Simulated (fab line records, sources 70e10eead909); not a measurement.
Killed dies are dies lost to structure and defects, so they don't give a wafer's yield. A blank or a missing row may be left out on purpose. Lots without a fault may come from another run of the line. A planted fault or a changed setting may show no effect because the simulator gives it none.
fab line records | flow nand_harc
record lots=6 wafers=18 last_day=23
route steps=1159 shown A_M1@1038
lots that met no fault: from a run of the same line without faults
start_h: hours from the record's first day to the start of the lot's first wafer shown | wait_h: hours since the lot's step before | " the same as in the row above | L1.1+2: a row that stands for several wafers | - no value, or no start given | * or withheld: withheld | < > ~ a bound
route shown NAME@n: a module of which the file shows steps, and the number in the route of the first | usual: mean/standard deviation of fault-free wafers | same: alike in all rows | chamber/n: place in a boat | sites: the reading at each site | _std_site: their standard deviation | _edge_site: outer sites' mean less inner sites' | radius_mm: how far each site lies from the wafer's centre | mask NAME#n: copy n | behind: the tool/chamber that last shaped the wafer | hold: why the lot was held/for how many hours/how that ended | device: the transistor (n, p or np) that didn't switch | end of line: the same wafers' tests at the end of the route | a step without rows: its recipe alone | killed: dies lost to structure and defects at the first sort, not the wafer's yield | map: a wafer's dies, x killed, . not, _ none there
set.NAME: the setting as run; set.NAME@STEP: as run at that earlier step | model.NAME: the simulator's own value behind a step, which no gauge read
lots at some steps of the route; a table a step, a row a wafer
services: from which hour (start_h, from the record's first day; less than 0 if before it) a tool's chamber was out of use, for how many hours, and why
## steps
# step NHARC_A_M1_INSPECT_11
# usual raw_defect_count=31/13
# columns lot.wafer tool chamber start_h wait_h raw_defect_count
L225.3 defect_inspect-01 - 424.58 0.0 35
L225.4 " - " " 31
L225.6 " - " " 36
L227.3 defect_inspect-02 - 458.16 0.0 23
L227.5 " - " " 21
L227.6 " - " " 20
L236.2 defect_inspect-01 - 493.99 0.0 37
L236.4 " - " " 45
L236.6 " - " " 40
L240.2 defect_inspect-02 - 513.13 0.0 63
L240.4 " - " " 74
L240.5 " - " " 46
L242.1 defect_inspect-01 - 520.48 0.0 43
L242.3 " - " " 36
L242.6 " - " " 37
L241.1 defect_inspect-01 - 523.92 0.0 35
L241.3 " - " " 44
L241.5 " - " " 32
# step NHARC_A_M1_DESCUM_14
# recipe time_s=3 o2_flow_sccm=200 ar_flow_sccm=0 bias_power_w=0 chemistry=O2
# step NHARC_A_M1_ETCH_35
# recipe target_depth_a=400 overetch_a=120 time_s=43.94 ion_energy_ev=200 n2_flow_sccm=150 h2_flow_sccm=150 ar_flow_sccm=0 rf_w=400 bias_w=150 chemistry=N2/H2
# step NHARC_A_M1_ETCH_15
# recipe target_depth_a=1825 time_s=91.2 c4f8_flow_sccm=withheld ar_flow_sccm=400 rf_w=600 bias_w=300 chemistry=C4F8/Ar
# usual chamber_pressure_mTorr=24.998/0.023 oes_product_au=0.956/0.021 rf_vpp_V=441.4/2.9
# columns lot.wafer tool chamber start_h wait_h chamber_pressure_mTorr oes_product_au rf_hours_counter_h rf_vpp_V
L225.4 rie_diel-11 1 - - 24.998 0.934 3 437.3
L225.3 " 3 " " 24.995 0.938 3 439.7
L225.6 " 0 " " 24.986 0.938 - 443.6
L227.3 rie_diel-05 3 - - 25.031 0.964 3 446.5
L227.5 " 2 " " 24.942 0.957 - 438.4
L227.6 " 3 " " 25.013 0.952 - 443.5
L236.2 rie_diel-05 3 - - 25.000 0.986 4 445.3
L236.4 " 0 " " 25.002 0.974 3 441.7
L236.6 " 2 " " 24.994 0.972 - 441.1
L240.4 rie_diel-05 3 - - 24.939 0.963 5 443.5
L240.2 " 1 " " 24.956 0.980 4 443.6
L240.5 " 0 " " 25.020 0.960 - 439.6
L242.3 rie_diel-11 3 - - 24.972 0.960 9 438.1
L242.1 " 0 " " 24.989 0.983 9 443.6
L242.6 " 3 " " 24.996 0.961 - 439.2
L241.3 rie_diel-11 3 - - 25.023 0.919 10 438.3
L241.1 " 2 " " 24.982 0.916 10 439.2
L241.5 " 3 " " 25.027 0.924 - 440.1
# step NHARC_A_M1_CD_MEAS_16
# usual cd_nm=119.7/0.83
# columns lot.wafer tool chamber start_h wait_h cd_nm
L225.3 cd_sem-02 - 424.96 - 119.4
L225.4 " - " " 119.5
L225.6 " - " " 120.2
L227.3 cd_sem-02 - 458.53 - 119.3
L227.5 " - " " 118.5
L227.6 " - " " 118.8
L236.2 cd_sem-02 - 494.36 - 118.9
L236.4 " - " " 119.0
L236.6 " - " " 119.7
L240.2 cd_sem-03 - 513.50 - 118.8
L240.4 " - " " 119.3
L240.5 " - " " 119.7
L242.1 cd_sem-03 - 520.85 - 118.0
L242.3 " - " " 118.9
L242.6 " - " " 118.8
L241.1 cd_sem-03 - 524.34 - 120.0
L241.3 " - " " 119.0
L241.5 " - " " 119.4
# step NHARC_A_M1_STRIP_18
# recipe power_w=1000 n2_flow_sccm=150 h2_flow_sccm=150 ar_flow_sccm=0 bias_w=0 chemistry=N2/H2
# usual chamber_pressure_mTorr=29.997/0.028 drypump_motor_current_A=5.5/0.47 oes_product_au=1.001/0.012 rf_vpp_V=90.7/1.1 showerhead_plenum_p_Torr=2.05/0.1 throttle_valve_pct=14.172/0.0078
# columns lot.wafer tool chamber start_h wait_h chamber_pressure_mTorr drypump_motor_current_A oes_product_au rf_hours_counter_h rf_vpp_V showerhead_plenum_p_Torr throttle_valve_pct
L225.4 rie_diel-13 2 425.05 0.1 29.994 5.9 0.984 12 91.3 2.19 14.186
L225.3 " 3 " " 29.973 5.8 0.998 12 89.6 1.92 14.167
L225.6 " 2 " " 29.996 5.9 0.974 - 91.9 2.19 14.162
L227.3 rie_diel-11 1 458.60 0.1 30.023 4.9 1.009 5 90.4 1.92 14.163
L227.5 " 1 " " 29.988 4.9 1.010 - 88.9 1.92 14.185
L227.6 " 2 " " 30.015 5.4 1.002 - 90.0 1.93 14.175
L236.4 rie_diel-13 0 494.43 0.1 30.022 5.4 0.999 2 91.6 2.12 14.163
L236.2 " 2 " " 29.993 5.9 0.988 2 92.1 2.19 14.184
L236.6 " 0 " " 29.964 5.4 0.995 - 90.7 2.12 14.180
L240.4 rie_diel-13 1 513.57 0.1 29.962 5.2 1.003 5 90.4 2.02 14.163
L240.2 " 2 " " 30.023 6.0 0.983 5 92.3 2.19 14.181
L240.5 " 2 " " 29.991 6.0 0.989 - 92.0 2.19 14.173
L242.3 rie_diel-11 2 520.92 0.1 29.935 5.4 1.004 10 91.8 1.93 14.168
L242.1 " 3 " " 30.015 5.8 0.999 9 88.8 1.96 14.168
L242.6 " 0 " " 29.948 5.0 1.018 - 91.9 2.17 14.170
L241.1 rie_diel-11 3 524.44 0.1 30.004 5.8 0.998 10 90.6 1.96 14.160
L241.3 " 0 " " 29.963 5.0 1.000 9 91.3 2.17 14.174
L241.5 " 3 " " 30.002 5.8 1.009 - 90.4 1.96 14.178
# step NHARC_A_M1_ETCH_28
# recipe target_depth_a=300 over_etch_frac=0.3 time_s=72.99 ion_energy_ev=150 cf4_flow_sccm=50 n2_flow_sccm=100 ar_flow_sccm=150 rf_w=300 bias_w=100 chemistry=CF4/N2
# step NHARC_A_M1_STRIP_19
# recipe time_s=600 temp_c=30 chemistry=post_etch_residue_remover
# step NHARC_A_M1_DEGAS_29
# recipe temp_c=250 time_s=60
# usual heater_power_w=340/30
# columns lot.wafer tool chamber start_h wait_h heater_power_w
L225.3 pvd_sputter-01 - 425.67 - 333
L225.4 " - " " 373
L225.6 " - " " 372
L227.3 pvd_sputter-02 - 459.26 - 320
L227.6 " - " " 359
L227.5 " - " " 339
L236.2 pvd_sputter-03 - 495.09 - 388
L236.4 " - " " 318
L236.6 " - " " 403
L240.4 pvd_sputter-02 - 514.21 - 326
L240.2 " - " " 366
L240.5 " - " " 332
L242.3 pvd_sputter-03 - 521.64 - 319
L242.1 " - " " 325
L242.6 " - " " 402
L241.3 pvd_sputter-01 - 525.14 - 315
L241.1 " - " " 359
L241.5 " - " " 329
# step NHARC_A_M1_PRE_CLEAN_30
# recipe time_s=30 temp_c=280 gas=H2/He
# usual heater_power_w=420/37
# columns lot.wafer tool chamber start_h wait_h heater_power_w
L225.4 pvd_sputter-01 - - - 405
L225.3 " - " " 381
L225.6 " - " " 447
L227.3 pvd_sputter-02 - - - 398
L227.5 " - " " 431
L227.6 " - " " 443
L236.4 pvd_sputter-03 - - - 386
L236.2 " - " " 391
L236.6 " - " " 478
L240.4 pvd_sputter-02 - - - 434
L240.2 " - " " 410
L240.5 " - " " 440
L242.1 pvd_sputter-03 - - - 380
L242.3 " - " " 397
L242.6 " - " " 390
L241.1 pvd_sputter-01 - - - 433
L241.3 " - " " 392
L241.5 " - " " 443
# step NHARC_A_M1_PVD_20
# recipe target_thk_a=50 bias_v=168.6 power_w=15000 chamber_pressure_pa=0.12 time_s=8.06 substrate_temp_c=50 material=TaN
# usual chamber_pressure_pa=0.12/0.00023 throttle_valve_pct=30.3/1.2
# columns lot.wafer tool chamber start_h wait_h chamber_pressure_pa throttle_valve_pct
L225.4 pvd_sputter-01 - - - 0.11999 31.6
L225.3 " - " " 0.12042 29.7
L225.6 " - " " 0.12002 30.8
L227.3 pvd_sputter-02 - - - 0.12018 31.0
L227.5 " - " " 0.11959 28.9
L227.6 " - " " 0.12018 29.1
L236.4 pvd_sputter-03 - - - 0.11993 28.5
L236.2 " - " " 0.12013 31.4
L236.6 " - " " 0.11993 28.5
L240.4 pvd_sputter-02 - - - 0.11968 29.1
L240.2 " - " " 0.11974 31.1
L240.5 " - " " 0.11978 29.0
L242.3 pvd_sputter-03 - - - 0.12017 31.4
L242.1 " - " " 0.11984 28.8
L242.6 " - " " 0.12004 29.4
L241.1 pvd_sputter-01 - - - 0.12007 29.5
L241.3 " - " " 0.11977 29.7
L241.5 " - " " 0.12002 31.2
# step NHARC_A_M1_PVD_21
# recipe target_thk_a=300 chamber_pressure_pa=5 power_w=5000 substrate_temp_c=30 time_s=20.49 material=Cu
# step NHARC_A_M1_ECD_22
# recipe target_thk_a=4000 bath_temp_c=25 material=Cu
# columns lot.wafer tool chamber start_h wait_h
L225.3+4+6 ecd_cu-02 0,1,1 426.16 -
L227.3+5+6 ecd_cu-02 1,0,1 459.81 -
L236.2+4+6 ecd_cu-02 1,0,1 495.45 -
L240.2+4+5 ecd_cu-02 0,1,0 514.62 -
L242.1+3+6 ecd_cu-01 1,1,0 521.99 -
L241.1+3+5 ecd_cu-01 1,0,0 525.54 -
# step NHARC_A_M1_ANNEAL_31
# recipe temp_c=225 time_s=90
# step NHARC_A_M1_CMP_23
# recipe t_overpolish_s=20 target_thk_nm=154.34
# usual motor_current_A=11.9/0.88 retaining_ring_pressure_frac=1.000/0.0053 time_to_endpoint_s=29.5/2.6
# columns lot.wafer tool chamber start_h wait_h motor_current_A retaining_ring_pressure_frac time_to_endpoint_s
L225.4 cmp-03 1 426.78 - 14.4 0.995 29.6
L225.3 " 3 " " 12.7 1.010 31.7
L225.6 " 2 " " 10.3 1.001 30.5
L227.3 cmp-01 1 460.41 - 11.5 1.003 31.6
L227.6 " 0 " " 11.7 0.996 36.4
L227.5 " 1 " " 10.9 1.003 31.2
L236.2 cmp-01 2 496.20 - 12.7 1.000 29.1
L236.4 " 0 " " 11.1 1.014 17.2
L236.6 " 1 " " 11.7 1.000 13.0
L240.2 cmp-04 3 515.38 - 11.6 0.997 27.4
L240.4 " 0 " " 11.4 1.005 14.4
L240.5 " 1 " " 12.1 1.015 28.8
L242.1 cmp-04 0 522.72 - 11.7 0.997 25.9
L242.3 " 1 " " 11.5 1.002 25.6
L242.6 " 0 " " 11.6 1.003 26.4
L241.1 cmp-03 1 526.23 - 13.8 1.008 27.3
L241.3 " 2 " " 10.3 1.003 29.6
L241.5 " 2 " " 10.4 1.000 29.2
## services
# columns tool chamber start_h hours kind
cmp-01 - 410.16 4.3 repair
rie_diel-05 0 415.93 11.9 repair
rie_diel-11 0 424.50 - clean
rie_diel-11 1 424.50 - clean
rie_diel-05 0 428.79 9.7 repair
cmp-01 - 435.86 0.5 repair
rie_diel-05 1 437.75 1.6 repair
ecd_cu-02 - 446.16 3.1 repair
ecd_cu-01 - 448.75 8.0 pm
cmp-03 - 450.15 4.0 pm
rie_diel-13 - 453.00 9.0 pm
pvd_sputter-01 - 453.74 3.7 repair
pvd_sputter-03 - 458.00 10.0 pm
cmp-04 - 463.06 1.6 repair
rie_diel-11 - 471.22 0.8 repair
cmp-01 - 473.63 4.0 pm
rie_diel-05 1 477.45 9.4 repair
cmp-01 - 480.07 0.4 repair
rie_diel-05 1 496.11 7.8 repair
cmp-04 - 497.00 4.0 pm
rie_diel-13 2 500.29 4.7 repair
pvd_sputter-01 - 514.06 10.0 pm
rie_diel-05 - 517.61 9.0 pm
rie_diel-11 1 520.78 6.3 repair
## key
first_sign step=NHARC_A_M1_CMP_23 reading=time_to_endpoint_s direction=down sigmas=5.7 usual=* struck=*
effect none on later readings
met_at NHARC_A_M1_ECD_22
struck_wafers L236.4,L236.6,L240.4
later_rows_left_out L236.4,L236.6,L240.4
sort_left_out L236.4,L236.6,L240.4
onset_between 459.81 495.45
fault kind=process_parameter_drift tool=ecd_cu-02 chamber=- onset_h=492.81 steps=NHARC_A_M1_ECD_22 channel=target_thk_a offset=* shape=step end_h=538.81 scope=struck_wafers_only acts_in=* stated=*
# sort_left_out: the simulated sort isn't trusted on such a fault, so these wafers' sort isn't shown, and their yield isn't known
# later_rows_left_out: the simulator's readings of these wafers behind a module that went badly wrong aren't trusted and aren't shown, but for the sort
